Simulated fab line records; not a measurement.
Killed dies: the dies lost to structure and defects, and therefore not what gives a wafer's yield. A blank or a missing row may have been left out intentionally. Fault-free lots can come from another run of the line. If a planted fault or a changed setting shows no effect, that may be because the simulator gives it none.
Matching of chambers :: flow n5 finfet :: N5_HKMG_FIN_ALD_21 on ald metal-02: 4 sister chambers
The step deposits TiN, target thk 1.5 nm, pulse time 1 s, purge time 3 s. 4 wafers are shown with their chamber, then 8 later ones without.

== WAFERS PAIRED WITH THEIR CHAMBERS ==
wafer: L084.1
chamber: 2
heater power w (W): 803

wafer: L084.5
chamber: 0
heater power w (W): 842

wafer: L084.6
chamber: 1
heater power w (W): 856

wafer: L090.3
chamber: 3
heater power w (W): 867

== WAFERS WITHOUT THEIR CHAMBER ==
wafer: L090.4
heater power w (W): 799

wafer: L090.6
heater power w (W): 824

wafer: L093.1
heater power w (W): 892

wafer: L093.3
heater power w (W): 866

wafer: L093.4
heater power w (W): 828

wafer: L096.1
heater power w (W): 883

wafer: L096.2
heater power w (W): 807

wafer: L096.5
heater power w (W): 868

== CHAMBER TAKEN BY EACH ==
wafer: L090.4
from the rows above: 2
in truth: 2

wafer: L090.6
from the rows above: can't be placed: 0 or 2 or 1 or 3
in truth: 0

wafer: L093.1
from the rows above: can't be placed: 3 or 1 or 0
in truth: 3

wafer: L093.3
from the rows above: can't be placed: 3 or 1 or 0
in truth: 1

wafer: L093.4
from the rows above: can't be placed: 0 or 2 or 1 or 3
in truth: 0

wafer: L096.1
from the rows above: can't be placed: 3 or 1 or 0
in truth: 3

wafer: L096.2
from the rows above: 2
in truth: 2

wafer: L096.5
from the rows above: can't be placed: 3 or 1 or 0
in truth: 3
Correctly placed: 2 of 8. From these rows, 6 cannot be placed; in 6 the true chamber is one of the candidates. 0 placed wrongly.
How it was worked out, from the rows above alone: a wafer's distance from a chamber is the root of the sum, over the readings, of the square of ((its reading less the chamber's mean) divided by the reading's scatter). The wafer belongs to the nearest chamber; if the next one is less than 2 further off, it can't be placed. Each chamber's mean is taken over the wafers shown for it. The scatter: with one shown wafer a chamber, the root of the mean of the squares of how far each hidden wafer lies from its nearest shown one.
